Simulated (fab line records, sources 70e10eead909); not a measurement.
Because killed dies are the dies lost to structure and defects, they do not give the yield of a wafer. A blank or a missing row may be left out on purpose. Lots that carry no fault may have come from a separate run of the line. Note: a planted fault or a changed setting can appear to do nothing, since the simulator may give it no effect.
Chamber matching | flow nand-harc | 4 sister chambers for NHARC_A_STAIRCASE_DESCUM_168 on rie-diel-08
The step chemistry O2, time 3 s. 4 wafers are shown with their chamber, then 10 later ones without.

## WAFERS, EACH WITH ITS CHAMBER
wafer  | chamber | showerhead-plenum-p-Torr (Torr)
L088.3 | 0       | 1.78
L088.4 | 2       | 2.05
L088.1 | 3       | 1.78
L088.2 | 1       | 1.85

## WAFERS WHOSE CHAMBER IS MISSING
wafer  | showerhead-plenum-p-Torr (Torr)
L088.6 | 2.05
L089.1 | 1.78
L089.4 | 1.85
L089.5 | 1.85
L097.3 | 2.04
L097.4 | 1.77
L097.6 | 1.77
L096.3 | 1.77
L096.4 | 1.77
L096.5 | 2.04

## EACH ONE'S CHAMBER
wafer  | from the rows above     | in truth
L088.6 | 2                       | 2
L089.1 | can't be placed: 0 or 3 | 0
L089.4 | 1                       | 1
L089.5 | 1                       | 1
L097.3 | 2                       | 2
L097.4 | can't be placed: 0 or 3 | 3
L097.6 | can't be placed: 0 or 3 | 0
L096.3 | can't be placed: 0 or 3 | 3
L096.4 | can't be placed: 0 or 3 | 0
L096.5 | 2                       | 2
Correct placement for 5 of the 10. Not placeable from these rows: 5 (in 5, the candidates include the true chamber). Placed wrongly: 0.
How it was worked out, from the rows above alone: a wafer's distance from a chamber is the root of the sum, over the readings, of the square of ((its reading less the chamber's mean) divided by the reading's scatter). If the next closest chamber is less than 2 further off than the closest, the wafer can't be placed; otherwise it belongs to the closest. For every chamber, the mean is computed from those of its wafers that are shown. The scatter: with one shown wafer a chamber, the root of the mean of the squares of how far each hidden wafer lies from its nearest shown one.
